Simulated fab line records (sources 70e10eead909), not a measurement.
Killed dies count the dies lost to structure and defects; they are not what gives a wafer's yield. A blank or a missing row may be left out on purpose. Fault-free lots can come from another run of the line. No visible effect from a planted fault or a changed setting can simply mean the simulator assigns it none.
fab line records	flow nand-harc
[record] lots = 24	wafers = 72	last-day = 33
route steps=1302 shown A_CHANNEL_HOLE_D2@597 A_CHANNEL_FILL_D2@615 A_STAIRCASE@639
lots that met no fault: from a run of the same line without faults
start-h: hours from the record's opening day to when the first of the lot's shown wafers began	wait-h: how many hours have passed since the lot's step before this one	" the same as in the row above	L1.1+2: one row covering several wafers at once	- value missing, or start not given	* or withheld: withheld	< > ~ a bound
route shown NAME@n: a module of which the file shows steps, and the number in the route of the first	usual: mean/standard deviation of fault-free wafers	same: alike in all rows	chamber/n: place in a boat	sites: the reading at each site	_std_site: standard deviation across them	_edge_site: inner sites' mean taken away from outer sites' mean	radius-mm: for every site, how far away it sits from the centre of the wafer	mask NAME#n: copy n	behind: tool/chamber where the wafer was last shaped	hold: reason for holding the lot/hours on hold/outcome of the hold	device: names the non-switching transistor (n, p or np)	end of line: the tests these same wafers got at the end of their route	step lacking rows: just its recipe	killed: dies that structure and defects cost at the first sort, which is not the same as the wafer's yield	map: per-die view of a wafer (x killed, . not killed, _ where there is no die)
set.NAME: the setting that was run; set.NAME@STEP: the one run at that earlier step	model.NAME: the simulator's own value behind a step, which no gauge read
one table for each step of the route and one row for each wafer, over a sample of lots
services: a tool's chamber out of use, with start hour (start-h, from the record's first day; less than 0 if before it), hours out, and reason
[[steps]]
[step NHARC_A_CHANNEL_HOLE_D2_ETCH_25]
[recipe] bias-v = 5000	source-w = withheld	pressure-mtorr = 20	time-s = 1040.2	ar-flow-sccm = 375	c4f8-flow-sccm = 93.8	o2-flow-sccm = 31.2	temp-c = -20	target-depth-a = 15000	chemistry = C4F8/O2/Ar
[usual] chamber-pressure-mTorr = 19.998/0.019	drypump-motor-current-A = 5.6/0.36	he-backside-leak-sccm = 6.3/0.88	showerhead-plenum-p-Torr = 3.68/0.12	throttle-valve-pct = 32.235/0.0099
lot.wafer	tool	chamber	start-h	wait-h	chamber-pressure-mTorr	drypump-motor-current-A	he-backside-leak-sccm	rf-hours-counter-h	showerhead-plenum-p-Torr	throttle-valve-pct
L074.3	har-etch-02	0	290.30	0.7	19.982	5.7	7.6	-	3.66	32.246
L074.5	"	0	"	"	19.965	5.7	7.8	-	3.66	32.232
L074.6	"	1	"	"	20.012	5.7	6.9	-	3.93	32.232
L075.1	har-etch-02	1	298.58	0.7	19.952	5.7	6.9	363	3.92	32.240
L075.6	"	0	"	"	19.989	5.7	7.3	-	3.66	32.230
L075.5	"	1	"	"	19.994	5.7	6.9	-	3.92	32.239
L076.1	har-etch-01	0	313.78	0.6	19.988	6.1	6.2	167	3.59	32.226
L076.3	"	0	"	"	20.000	6.1	6.4	-	3.59	32.234
L076.6	"	0	"	"	20.010	6.1	6.8	-	3.59	32.234
L078.2	har-etch-02	0	323.20	0.6	20.008	5.7	7.6	378	3.65	32.238
L078.4	"	1	"	"	19.985	5.7	6.8	-	3.91	32.243
L078.6	"	1	"	"	19.990	5.7	6.7	-	3.91	32.248
L077.2	har-etch-01	1	325.47	0.7	20.024	5.1	6.9	174	3.68	32.231
L077.4	"	1	"	"	20.009	5.1	7.0	-	3.68	32.224
L077.6	"	0	"	"	20.001	6.1	6.1	-	3.59	32.249
L079.2	har-etch-01	0	350.55	0.6	19.950	6.0	6.8	182	3.59	32.235
L079.1	"	1	"	"	20.004	5.1	6.2	182	3.67	32.226
L079.6	"	1	"	"	20.041	5.1	5.9	-	3.67	32.242
L081.4	har-etch-02	0	360.13	0.7	19.968	5.8	7.8	-	3.64	32.238
L081.6	"	0	"	"	19.951	5.7	7.6	-	3.64	32.224
L081.5	"	1	"	"	20.015	5.7	6.9	-	3.91	32.240
L080.2	har-etch-01	0	361.08	0.6	20.005	6.1	6.8	190	3.58	32.256
L080.3	"	0	"	"	19.994	6.0	6.7	-	3.58	32.237
L080.5	"	1	"	"	19.986	5.1	6.1	-	3.67	32.235
L082.2	har-etch-01	0	374.93	0.6	19.985	6.1	6.9	201	3.58	32.228
L082.4	"	0	"	"	20.006	6.1	6.6	-	3.58	32.251
L082.6	"	0	"	"	19.990	6.1	7.0	-	3.58	32.228
L085.1	har-etch-02	0	397.02	0.7	19.985	5.7	4.5	3	3.63	32.220
L085.3	"	0	"	"	19.988	5.7	4.4	-	3.63	32.240
L085.6	"	0	"	"	19.996	5.7	4.6	-	3.63	32.229
L084.2	har-etch-01	0	400.39	0.6	19.992	6.1	7.1	220	3.57	32.217
L084.3	"	1	"	"	20.010	5.1	6.4	-	3.65	32.246
L084.6	"	1	"	"	20.011	5.1	6.3	-	3.65	32.227
L083.1	har-etch-02	0	401.03	0.6	19.982	5.7	4.5	7	3.63	32.252
L083.2	"	1	"	"	20.017	5.7	5.8	7	3.89	32.228
L083.4	"	1	"	"	19.988	5.7	5.6	-	3.89	32.233
L086.1	har-etch-02	1	410.86	0.7	19.990	5.7	5.6	15	3.89	32.234
L086.5	"	0	"	"	19.951	5.7	4.6	-	3.63	32.238
L086.6	"	1	"	"	19.956	5.7	5.6	-	3.89	32.242
L087.1	har-etch-01	0	416.74	0.7	19.982	6.0	6.7	235	3.56	32.232
L087.3	"	1	"	"	19.997	5.1	6.5	-	3.65	32.229
L087.4	"	0	"	"	19.973	6.1	6.9	-	3.56	32.231
L089.2	har-etch-01	1	440.53	0.6	20.008	5.1	6.6	243	3.64	32.231
L089.1	"	0	"	"	19.997	6.1	7.1	243	3.55	32.234
L089.3	"	1	"	"	19.986	5.1	6.5	-	3.64	32.239
L088.4	har-etch-02	1	442.72	0.7	19.977	5.7	5.8	-	3.88	32.234
L088.3	"	0	"	"	20.020	5.7	4.8	-	3.62	32.236
L088.6	"	1	"	"	20.030	5.7	5.4	-	3.88	32.233
L090.2	har-etch-01	1	462.54	0.6	19.991	5.1	6.5	259	3.63	32.242
L090.1	"	0	"	"	20.010	6.1	6.8	259	3.55	32.243
L090.5	"	0	"	"	20.004	6.1	7.0	-	3.55	32.235
L091.1	har-etch-02	0	464.26	0.6	20.015	5.7	4.6	45	3.61	32.220
L091.2	"	1	"	"	20.043	5.7	6.0	45	3.87	32.239
L091.3	"	1	"	"	19.982	5.7	5.9	-	3.87	32.259
L093.1	har-etch-01	0	480.16	0.6	19.988	6.0	7.2	270	3.54	32.241
L093.3	"	1	"	"	20.008	5.1	6.7	-	3.63	32.223
L093.5	"	1	"	"	19.982	5.1	6.5	-	3.63	32.241
L092.2	har-etch-02	0	483.40	0.6	19.989	5.7	4.7	56	3.60	32.229
L092.4	"	1	"	"	19.982	5.7	5.9	-	3.87	32.247
L092.6	"	0	"	"	20.018	5.7	4.8	-	3.60	32.225
L094.4	har-etch-01	1	495.96	0.7	19.995	5.1	7.2	-	3.62	32.236
L094.3	"	0	"	"	20.004	6.1	7.0	-	3.54	32.240
L094.5	"	0	"	"	20.012	6.1	7.1	-	3.54	32.238
L096.1	har-etch-01	0	509.47	0.6	19.991	6.1	7.5	286	3.53	32.240
L096.2	"	1	"	"	19.980	5.1	6.8	286	3.62	32.239
L096.4	"	0	"	"	19.995	6.1	7.4	-	3.53	32.232
L095.2	har-etch-02	0	511.03	0.7	20.016	5.7	4.7	71	3.60	32.238
L095.3	"	0	"	"	20.000	5.7	4.9	-	3.60	32.248
L095.6	"	0	"	"	20.001	5.8	4.9	-	3.60	32.241
L097.4	har-etch-01	1	522.20	0.7	20.027	5.1	6.2	-	3.61	32.246
L097.6	"	0	"	"	19.981	6.1	7.3	-	3.53	32.236
L097.5	"	1	"	"	20.013	5.1	6.0	-	3.61	32.229
[step NHARC_A_CHANNEL_FILL_D2_ALD_15]
[recipe] target-thk-a = 20	pulse-time-s = 60	ald-cycles = 19	temp-c = 630	pressure-torr = 2	material = SiNx
[usual] precursor-pulse-height-rel = 0.997/0.02
lot.wafer	tool	chamber	start-h	wait-h	precursor-pulse-height-rel
L074.3	ald-sin-batch-01	0	-	-	0.993
L074.5	"	0	"	"	0.972
L074.6	"	0	"	"	0.989
L075.1	ald-sin-batch-01	0	-	-	0.996
L075.5	"	0	"	"	0.973
L075.6	"	0	"	"	1.025
L076.1	ald-sin-batch-01	0	-	-	1.000
L076.3	"	0	"	"	1.013
L076.6	"	0	"	"	1.005
L077.2	ald-sin-batch-01	0	-	-	0.997
L077.4	"	0	"	"	0.976
L077.6	"	0	"	"	0.939
L078.2	ald-sin-batch-01	0	-	-	0.980
L078.4	"	0	"	"	1.002
L078.6	"	0	"	"	0.991
L079.1	ald-sin-batch-02	0	-	-	0.996
L079.2	"	0	"	"	1.021
L079.6	"	0	"	"	1.023
L080.2	ald-sin-batch-01	0	-	-	0.958
L080.3	"	0	"	"	0.978
L080.5	"	0	"	"	1.015
L081.4	ald-sin-batch-01	0	-	-	0.984
L081.5	"	0	"	"	0.987
L081.6	"	0	"	"	1.046
L082.2	ald-sin-batch-03	0	-	-	1.044
L082.4	"	0	"	"	1.015
L082.6	"	0	"	"	1.012
L085.1	ald-sin-batch-01	0	-	-	1.015
L085.3	"	0	"	"	1.013
L085.6	"	0	"	"	1.013
L083.1	ald-sin-batch-01	0	-	-	0.990
L083.2	"	0	"	"	0.983
L083.4	"	0	"	"	0.970
L084.2	ald-sin-batch-01	0	-	-	1.013
L084.3	"	0	"	"	1.001
L084.6	"	0	"	"	0.992
L086.1	ald-sin-batch-01	0	-	-	1.010
L086.5	"	0	"	"	0.985
L086.6	"	0	"	"	0.981
L087.1	ald-sin-batch-01	0	-	-	0.997
L087.3	"	0	"	"	0.996
L087.4	"	0	"	"	1.025
L088.3	ald-sin-batch-01	0	-	-	1.010
L088.4	"	0	"	"	0.968
L088.6	"	0	"	"	0.984
L089.1	ald-sin-batch-01	0	-	-	0.978
L089.2	"	0	"	"	1.000
L089.3	"	0	"	"	0.980
L090.1	ald-sin-batch-01	0	-	-	1.013
L090.2	"	0	"	"	1.001
L090.5	"	0	"	"	1.025
L091.1	ald-sin-batch-01	0	-	-	1.008
L091.2	"	0	"	"	0.978
L091.3	"	0	"	"	0.992
L092.2	ald-sin-batch-01	0	-	-	1.004
L092.4	"	0	"	"	1.004
L092.6	"	0	"	"	0.982
L093.1	ald-sin-batch-01	0	-	-	0.955
L093.3	"	0	"	"	0.982
L093.5	"	0	"	"	1.004
L094.3	ald-sin-batch-03	0	-	-	1.003
L094.4	"	0	"	"	0.975
L094.5	"	0	"	"	1.039
L095.2	ald-sin-batch-02	0	-	-	0.997
L095.3	"	0	"	"	0.994
L095.6	"	0	"	"	0.988
L096.1	ald-sin-batch-02	0	-	-	0.974
L096.2	"	0	"	"	0.993
L096.4	"	0	"	"	0.988
L097.4	ald-sin-batch-02	0	-	-	0.956
L097.5	"	0	"	"	0.985
L097.6	"	0	"	"	0.990
[step NHARC_A_STAIRCASE_DEP_156]
[recipe] target-thk-a = 500	temp-c = 400	target-thk-nm = 50	flow-sccm = 200	rf-w = 450	material = SiNx
[usual] heater-power-w = 724/92
lot.wafer	tool	chamber	start-h	wait-h	heater-power-w
L074.3	pecvd-04	0	343.54	0.1	647
L074.5	"	1	"	"	618
L074.6	"	2	"	"	704
L075.1	pecvd-03	1	353.90	0.1	770
L075.6	"	2	"	"	603
L075.5	"	0	"	"	902
L076.3	pecvd-04	2	365.55	0.1	706
L076.1	"	0	"	"	640
L076.6	"	2	"	"	722
L077.2	pecvd-04	2	373.83	0.1	612
L077.4	"	0	"	"	717
L077.6	"	1	"	"	643
L078.2	pecvd-04	0	373.97	0.1	713
L078.4	"	2	"	"	722
L078.6	"	1	"	"	609
L079.2	pecvd-04	2	402.14	0.2	722
L079.1	"	1	"	"	648
L079.6	"	0	"	"	648
L081.5	pecvd-01	0	411.73	0.2	805
L081.6	"	1	"	"	679
L081.4	"	2	"	"	801
L080.2	pecvd-03	1	411.84	0.1	835
L080.3	"	2	"	"	658
L080.5	"	2	"	"	662
L082.2	pecvd-03	0	428.72	0.1	868
L082.4	"	2	"	"	699
L082.6	"	0	"	"	868
L083.2	pecvd-03	0	448.51	0.1	829
L083.1	"	2	"	"	668
L083.4	"	0	"	"	834
L084.2	pecvd-04	2	448.52	0.1	634
L084.3	"	0	"	"	666
L084.6	"	1	"	"	644
L085.1	pecvd-01	0	452.10	0.1	783
L085.3	"	1	"	"	781
L085.6	"	1	"	"	781
L086.1	pecvd-04	1	465.32	0.1	701
L086.5	"	2	"	"	658
L086.6	"	1	"	"	719
L087.1	pecvd-03	0	470.17	0.1	875
L087.3	"	2	"	"	563
L087.4	"	2	"	"	567
L089.3	pecvd-04	2	492.17	0.1	680
L089.1	"	0	"	"	630
L089.2	"	1	"	"	643
L088.3	pecvd-03	2	492.23	0.1	616
L088.6	"	0	"	"	821
L088.4	"	1	"	"	844
L091.3	pecvd-01	1	515.49	0.1	895
L091.1	"	2	"	"	773
L091.2	"	0	"	"	876
L090.1	pecvd-04	0	515.62	0.1	683
L090.2	"	1	"	"	622
L090.5	"	0	"	"	697
L093.3	pecvd-01	1	535.40	0.1	866
L093.1	"	2	"	"	750
L093.5	"	0	"	"	765
L092.2	pecvd-04	1	535.43	0.1	678
L092.4	"	2	"	"	606
L092.6	"	0	"	"	780
L094.4	pecvd-03	0	547.29	0.3	752
L094.3	"	2	"	"	554
L094.5	"	0	"	"	760
L095.2	pecvd-04	2	561.35	0.1	680
L095.3	"	0	"	"	746
L095.6	"	2	"	"	701
L096.2	pecvd-03	0	561.43	0.1	827
L096.1	"	1	"	"	773
L096.4	"	0	"	"	837
L097.4	pecvd-01	1	573.80	0.2	843
L097.6	"	2	"	"	819
L097.5	"	1	"	"	848
[step NHARC_A_STAIRCASE_ETCH_15]
[recipe] target-depth-a = 1000	time-s = 40.5	ion-energy-ev = 400	c4f8-flow-sccm = 20	o2-flow-sccm = 10	ar-flow-sccm = withheld	rf-w = 600	bias-w = 1000	chemistry = C4F8/O2
[usual] bias-w = 1000/3.2	chamber-pressure-mTorr = 24.999/0.022	oes-product-au = 0.947/0.016	rf-vpp-V = 895/3.9
lot.wafer	tool	chamber	start-h	wait-h	bias-w	chamber-pressure-mTorr	oes-product-au	rf-hours-counter-h	rf-vpp-V
L074.3	rie-diel-12	2	-	-	999	24.981	0.945	15	897
L074.5	"	2	"	"	992	24.993	0.946	-	897
L074.6	"	3	"	"	1000	24.986	0.919	-	890
L075.1	rie-diel-12	3	-	-	1001	25.018	0.922	24	891
L075.6	"	2	"	"	995	25.006	0.932	-	896
L075.5	"	3	"	"	1006	25.023	0.925	-	890
L076.3	rie-diel-05	3	-	-	1002	24.981	0.945	42	892
L076.1	"	1	"	"	997	24.994	0.951	48	890
L076.6	"	2	"	"	996	24.993	0.959	-	896
L078.2	rie-diel-04	2	-	-	999	24.981	0.943	6	902
L078.4	"	0	"	"	999	24.996	0.973	5	898
L078.6	"	3	"	"	994	25.021	0.967	-	894
L077.4	rie-diel-05	2	-	-	1006	24.988	0.962	48	894
L077.2	"	0	"	"	998	24.962	0.913	53	894
L077.6	"	2	"	"	1005	24.977	0.970	-	895
L079.1	rie-diel-05	2	-	-	999	24.997	0.953	55	895
L079.2	"	1	"	"	1000	24.971	0.951	58	888
L079.6	"	3	"	"	1003	25.016	0.937	-	892
L081.4	rie-diel-04	1	-	-	999	24.974	0.932	15	898
L081.5	"	2	"	"	1001	24.986	0.951	-	903
L081.6	"	3	"	"	995	24.977	0.949	-	894
L080.2	rie-diel-04	0	-	-	999	24.987	0.976	14	897
L080.3	"	1	"	"	995	25.006	0.942	15	898
L080.5	"	3	"	"	996	24.948	0.960	-	895
L082.4	rie-diel-05	1	-	-	1001	24.977	0.952	6	887
L082.2	"	2	"	"	1001	25.015	0.933	7	894
L082.6	"	0	"	"	1003	24.970	0.924	-	892
L084.2	rie-diel-04	0	-	-	1001	25.003	0.953	24	896
L084.3	"	1	"	"	997	24.998	0.944	23	899
L084.6	"	0	"	"	1005	25.023	0.960	-	897
L083.4	rie-diel-04	0	-	-	1002	25.018	0.931	28	897
L083.1	"	2	"	"	1003	25.016	0.930	29	902
L083.2	"	3	"	"	998	24.991	0.938	32	894
L085.3	rie-diel-12	3	-	-	1000	24.980	0.934	0	890
L085.1	"	2	"	"	994	24.985	0.934	0	896
L085.6	"	3	"	"	998	24.974	0.918	-	890
L086.1	rie-diel-04	1	-	-	996	24.973	0.949	29	898
L086.5	"	2	"	"	1004	25.007	0.960	-	902
L086.6	"	3	"	"	999	25.006	0.954	-	893
L087.1	rie-diel-12	1	-	-	1000	24.988	0.995	5	895
L087.4	"	2	"	"	1001	25.036	0.951	6	896
L087.3	"	3	"	"	1008	24.996	0.916	6	890
L089.2	rie-diel-04	1	-	-	997	25.008	0.937	35	898
L089.1	"	2	"	"	1003	25.023	0.946	39	901
L089.3	"	3	"	"	999	25.007	0.957	42	894
L088.3	rie-diel-04	0	-	-	996	25.036	0.954	38	896
L088.4	"	2	"	"	997	25.013	0.942	39	902
L088.6	"	3	"	"	1002	25.014	0.943	-	894
L090.2	rie-diel-05	0	-	-	996	25.004	0.927	35	892
L090.1	"	2	"	"	1000	25.022	0.964	40	893
L090.5	"	1	"	"	1004	25.012	0.949	-	889
L091.2	rie-diel-04	3	-	-	997	24.978	0.946	47	893
L091.1	"	0	"	"	998	25.057	0.944	43	897
L091.3	"	1	"	"	998	24.986	0.940	40	899
L093.1	rie-diel-12	3	-	-	997	24.999	0.936	24	888
L093.3	"	0	"	"	1003	25.002	0.940	25	891
L093.5	"	1	"	"	999	25.018	0.963	-	895
L092.4	rie-diel-05	2	-	-	997	25.018	0.951	47	894
L092.2	"	3	"	"	999	25.002	0.938	45	892
L092.6	"	1	"	"	1003	25.002	0.944	-	887
L094.4	rie-diel-04	2	-	-	1001	25.005	0.973	3	903
L094.3	"	0	"	"	1001	24.982	0.957	4	896
L094.5	"	2	"	"	1000	24.949	0.971	-	902
L095.2	rie-diel-05	3	-	-	1004	25.000	0.948	53	891
L095.3	"	0	"	"	996	24.959	0.914	49	893
L095.6	"	0	"	"	994	25.014	0.924	-	892
L096.4	rie-diel-05	1	-	-	1005	25.057	0.929	54	887
L096.1	"	2	"	"	1000	25.003	0.962	56	894
L096.2	"	3	"	"	1005	25.016	0.955	53	890
L097.4	rie-diel-04	1	-	-	1002	24.978	0.950	11	897
L097.6	"	1	"	"	1000	25.015	0.952	-	898
L097.5	"	2	"	"	999	25.019	0.978	-	902
[step NHARC_A_STAIRCASE_TRIM_24]
[recipe] time-s = 211.2	o2-flow-sccm = 500	ar-flow-sccm = 0	bias-w = 0	chemistry = O2
[usual] chamber-pressure-mTorr = 60.00/0.055	drypump-motor-current-A = 5.82/0.26	oes-product-au = 1.000/0.015	rf-vpp-V = 57.4/0.86	showerhead-plenum-p-Torr = 3.46/0.11	throttle-valve-pct = 17.036/0.0088
[same] bias-w = 0
lot.wafer	tool	chamber	start-h	wait-h	chamber-pressure-mTorr	drypump-motor-current-A	oes-product-au	rf-hours-counter-h	rf-vpp-V	showerhead-plenum-p-Torr	throttle-valve-pct
L074.3	rie-diel-04	3	-	-	59.94	5.59	1.000	61	57.5	3.48	17.035
L074.5	"	0	"	"	60.05	5.94	1.019	-	56.7	3.56	17.028
L074.6	"	1	"	"	60.01	5.60	0.985	-	58.0	3.62	17.028
L075.1	rie-diel-12	0	-	-	59.96	5.82	1.009	28	58.5	3.42	17.034
L075.5	"	0	"	"	59.99	5.84	1.004	-	57.0	3.42	17.023
L075.6	"	1	"	"	59.96	5.82	1.011	-	56.1	3.54	17.026
L076.1	rie-diel-05	2	-	-	60.04	6.08	1.007	44	58.3	3.50	17.045
L076.3	"	3	"	"	59.97	5.76	0.986	43	57.5	3.42	17.032
L076.6	"	3	"	"	59.89	5.75	0.988	-	58.1	3.42	17.033
L078.4	rie-diel-04	0	-	-	60.10	5.95	1.008	5	56.7	3.56	17.029
L078.2	"	1	"	"	59.93	5.57	0.992	5	59.2	3.62	17.031
L078.6	"	2	"	"	59.93	6.27	1.003	-	57.2	3.71	17.024
L077.4	rie-diel-05	1	-	-	59.93	6.07	1.014	53	55.7	3.33	17.030
L077.2	"	2	"	"	59.93	6.11	1.028	48	57.0	3.50	17.035
L077.6	"	0	"	"	60.05	5.43	0.983	-	58.6	3.45	17.045
L079.2	rie-diel-04	0	-	-	60.00	5.93	1.025	12	56.2	3.55	17.043
L079.1	"	1	"	"	60.04	5.57	0.991	12	57.4	3.61	17.035
L079.6	"	2	"	"	60.02	6.28	1.008	-	56.9	3.70	17.021
L081.4	rie-diel-05	2	-	-	60.01	6.10	0.997	0	58.1	3.50	17.023
L081.6	"	3	"	"	60.03	5.77	0.996	-	57.9	3.41	17.027
L081.5	"	0	"	"	59.90	5.44	0.980	-	57.0	3.45	17.036
L080.3	rie-diel-04	1	-	-	59.99	5.63	0.991	16	57.1	3.61	17.030
L080.2	"	2	"	"	59.97	6.26	1.020	20	57.1	3.70	17.025
L080.5	"	0	"	"	60.00	5.96	1.025	-	58.1	3.55	17.024
L082.4	rie-diel-05	0	-	-	60.05	5.43	0.992	5	58.5	3.44	17.032
L082.2	"	3	"	"	60.03	5.74	1.008	5	56.8	3.41	17.036
L082.6	"	0	"	"	60.05	5.43	0.995	-	59.1	3.44	17.048
L084.3	rie-diel-05	0	-	-	60.05	5.41	0.989	16	56.6	3.44	17.045
L084.2	"	2	"	"	59.98	6.09	0.995	16	57.9	3.49	17.038
L084.6	"	1	"	"	59.94	6.08	1.013	-	56.9	3.32	17.033
L083.2	rie-diel-05	0	-	-	59.99	5.42	0.988	16	57.5	3.44	17.024
L083.1	"	1	"	"	60.05	6.09	0.999	14	56.6	3.32	17.051
L083.4	"	2	"	"	60.01	6.10	0.993	16	58.1	3.49	17.033
L085.3	rie-diel-05	3	-	-	59.98	5.79	0.995	16	56.7	3.41	17.049
L085.1	"	0	"	"	60.00	5.42	0.993	17	58.7	3.44	17.042
L085.6	"	3	"	"	59.97	5.77	1.004	-	56.8	3.41	17.051
L086.1	rie-diel-04	1	-	-	60.00	5.57	1.002	29	56.3	3.60	17.021
L086.5	"	1	"	"	60.07	5.55	1.006	-	56.4	3.60	17.046
L086.6	"	2	"	"	60.10	6.26	1.015	-	58.0	3.69	17.015
L087.3	rie-diel-12	0	-	-	59.96	5.85	1.002	6	57.7	3.40	17.038
L087.4	"	1	"	"	60.03	5.84	1.030	6	57.5	3.52	17.016
L087.1	"	2	"	"	59.95	5.82	0.999	6	57.9	3.52	17.033
L089.3	rie-diel-12	2	-	-	59.88	5.80	0.976	13	57.6	3.52	17.041
L089.2	"	0	"	"	60.04	5.86	1.006	13	58.0	3.40	17.052
L089.1	"	1	"	"	60.01	5.81	1.020	14	57.1	3.52	17.037
L088.4	rie-diel-04	3	-	-	60.10	5.58	0.997	42	55.9	3.46	17.047
L088.3	"	1	"	"	60.07	5.59	0.995	35	56.7	3.60	17.032
L088.6	"	3	"	"	59.97	5.56	1.008	-	58.7	3.46	17.042
L090.1	rie-diel-05	2	-	-	60.06	6.12	1.015	40	57.5	3.47	17.035
L090.2	"	3	"	"	60.09	5.78	0.990	39	58.2	3.39	17.034
L090.5	"	0	"	"	60.05	5.42	0.981	-	59.0	3.43	17.033
L091.2	rie-diel-12	3	-	-	60.06	5.61	0.966	18	58.4	3.34	17.050
L091.1	"	0	"	"	59.90	5.85	0.998	20	57.7	3.39	17.047
L091.3	"	1	"	"	59.98	5.83	1.005	21	57.0	3.52	17.047
L093.1	rie-diel-12	2	-	-	59.98	5.80	0.973	27	57.4	3.51	17.020
L093.3	"	1	"	"	59.91	5.81	1.027	27	56.2	3.51	17.054
L093.5	"	3	"	"	60.00	5.60	0.967	-	56.8	3.34	17.032
L092.4	rie-diel-05	1	-	-	59.92	6.03	1.018	48	57.8	3.30	17.025
L092.2	"	3	"	"	59.96	5.77	0.990	45	56.8	3.39	17.041
L092.6	"	0	"	"	60.02	5.41	0.969	-	56.5	3.42	17.041
L094.3	rie-diel-04	2	-	-	60.06	6.24	1.020	4	59.1	3.68	17.049
L094.4	"	0	"	"	60.08	5.96	1.005	5	58.5	3.53	17.030
L094.5	"	3	"	"	59.92	5.54	1.007	-	56.9	3.45	17.022
L095.2	rie-diel-05	2	-	-	60.03	6.09	1.007	56	58.4	3.46	17.041
L095.3	"	0	"	"	60.01	5.42	0.977	50	58.6	3.42	17.043
L095.6	"	2	"	"	59.96	6.09	1.010	-	57.9	3.46	17.038
L096.1	rie-diel-05	2	-	-	59.93	6.09	1.006	57	57.8	3.46	17.036
L096.4	"	3	"	"	60.08	5.78	1.009	54	58.5	3.39	17.036
L096.2	"	0	"	"	59.97	5.41	0.986	50	56.9	3.42	17.040
L097.4	rie-diel-05	2	-	-	60.04	6.09	1.004	61	56.2	3.46	17.056
L097.6	"	1	"	"	60.02	6.05	0.993	-	56.2	3.29	17.050
L097.5	"	2	"	"	59.95	6.13	1.008	-	57.1	3.46	17.045
[step NHARC_A_STAIRCASE_STRIP_175]
[recipe] power-w = 1500	temp-c = 250	chemistry = O2
[usual] drypump-motor-current-A = 5.8/0.5	heater-power-w = 327/24
lot.wafer	tool	chamber	start-h	wait-h	drypump-motor-current-A	heater-power-w	rf-hours-counter-h
L074.3	plasma-asher-02	1	349.24	0.9	5.7	351	-
L074.6	"	0	"	"	6.0	333	-
L074.5	"	1	"	"	5.6	355	-
L075.1	plasma-asher-02	1	358.78	0.1	5.6	345	23
L075.5	"	1	"	"	5.6	352	-
L075.6	"	0	"	"	6.0	331	-
L076.1	plasma-asher-02	0	371.77	0.1	6.0	336	25
L076.3	"	1	"	"	5.6	347	-
L076.6	"	1	"	"	5.6	350	-
L078.2	plasma-asher-01	0	379.49	0.1	6.5	294	5
L078.4	"	0	"	"	6.5	300	-
L078.6	"	1	"	"	5.1	324	-
L077.2	plasma-asher-01	0	379.72	0.1	6.5	295	5
L077.4	"	0	"	"	6.5	292	-
L077.6	"	1	"	"	5.1	319	-
L079.1	plasma-asher-02	0	407.24	0.1	6.0	323	33
L079.2	"	1	"	"	5.6	354	33
L079.6	"	0	"	"	6.0	347	-
L081.4	plasma-asher-02	0	417.42	0.2	6.0	334	-
L081.6	"	1	"	"	5.6	349	-
L081.5	"	0	"	"	6.0	338	-
L080.2	plasma-asher-01	1	420.18	0.1	5.0	318	13
L080.3	"	0	"	"	6.5	299	-
L080.5	"	1	"	"	5.1	316	-
L082.2	plasma-asher-01	1	433.82	0.3	5.1	318	18
L082.4	"	1	"	"	5.1	318	-
L082.6	"	0	"	"	6.5	282	-
L084.2	plasma-asher-01	0	457.26	0.1	6.5	297	22
L084.3	"	1	"	"	5.1	313	-
L084.6	"	1	"	"	5.1	324	-
L083.2	plasma-asher-01	0	457.49	0.2	6.4	300	22
L083.1	"	1	"	"	5.1	316	22
L083.4	"	0	"	"	6.4	301	-
L085.1	plasma-asher-02	0	459.31	0.1	6.0	349	4
L085.3	"	0	"	"	6.0	337	-
L085.6	"	0	"	"	6.0	336	-
L086.1	plasma-asher-01	1	470.05	0.1	5.1	311	25
L086.6	"	0	"	"	6.5	297	-
L086.5	"	1	"	"	5.0	304	-
L087.1	plasma-asher-02	1	475.14	0.1	5.6	357	8
L087.4	"	1	"	"	5.6	355	-
L087.3	"	0	"	"	6.0	348	-
L089.2	plasma-asher-02	0	497.27	0.1	6.0	340	12
L089.1	"	1	"	"	5.6	361	12
L089.3	"	1	"	"	5.6	357	-
L088.3	plasma-asher-02	1	497.67	0.2	5.6	358	-
L088.4	"	0	"	"	6.0	342	-
L088.6	"	0	"	"	6.0	350	-
L090.2	plasma-asher-02	1	520.58	0.1	5.7	358	17
L090.1	"	0	"	"	6.0	335	17
L090.5	"	0	"	"	6.0	342	-
L091.1	plasma-asher-02	1	520.86	0.1	5.6	360	17
L091.2	"	0	"	"	6.0	341	17
L091.3	"	0	"	"	6.0	338	-
L093.1	plasma-asher-02	0	540.89	0.1	6.0	346	22
L093.3	"	0	"	"	6.0	346	-
L093.5	"	1	"	"	5.7	371	-
L092.2	plasma-asher-02	1	543.78	0.1	5.7	355	22
L092.4	"	0	"	"	6.0	340	-
L092.6	"	0	"	"	6.0	334	-
L094.4	plasma-asher-01	1	552.26	0.2	5.0	315	-
L094.3	"	0	"	"	6.5	286	-
L094.5	"	0	"	"	6.5	284	-
L095.2	plasma-asher-01	0	566.28	0.1	6.5	289	8
L095.3	"	1	"	"	5.1	319	-
L095.6	"	0	"	"	6.5	286	-
L096.1	plasma-asher-01	1	567.27	0.1	5.1	317	9
L096.2	"	0	"	"	6.5	283	9
L096.4	"	1	"	"	5.1	322	-
L097.4	plasma-asher-01	1	578.82	0.2	5.1	319	-
L097.5	"	1	"	"	5.1	324	-
L097.6	"	0	"	"	6.5	280	-
[[services]]
tool	chamber	start-h	hours	kind
rie-diel-12	2	267.07	21.9	repair
plasma-asher-01	-	269.19	1.2	repair
pecvd-04	-	269.37	13.0	pm
rie-diel-12	-	270.69	9.0	pm
plasma-asher-02	-	282.25	1.0	repair
rie-diel-04	1	318.80	8.2	repair
pecvd-04	-	334.11	0.2	repair
plasma-asher-01	-	342.26	9.0	pm
ald-sin-batch-01	-	350.30	5.1	repair
rie-diel-04	-	355.26	9.0	pm
har-etch-02	-	377.00	17.0	pm
plasma-asher-01	-	384.00	0.6	repair
rie-diel-05	-	406.62	9.0	pm
plasma-asher-02	-	426.00	9.0	pm
rie-diel-05	1	434.90	8.5	repair
rie-diel-12	1	436.89	4.7	repair
rie-diel-12	-	447.69	9.0	pm
pecvd-04	-	450.37	13.0	pm
rie-diel-05	0	488.97	8.7	repair
ald-sin-batch-01	-	506.00	26.0	pm
plasma-asher-01	-	512.78	0.7	repair
plasma-asher-01	-	519.26	9.0	pm
rie-diel-04	-	532.26	9.0	pm
plasma-asher-02	-	559.28	1.2	repair
[[key]]
fault none
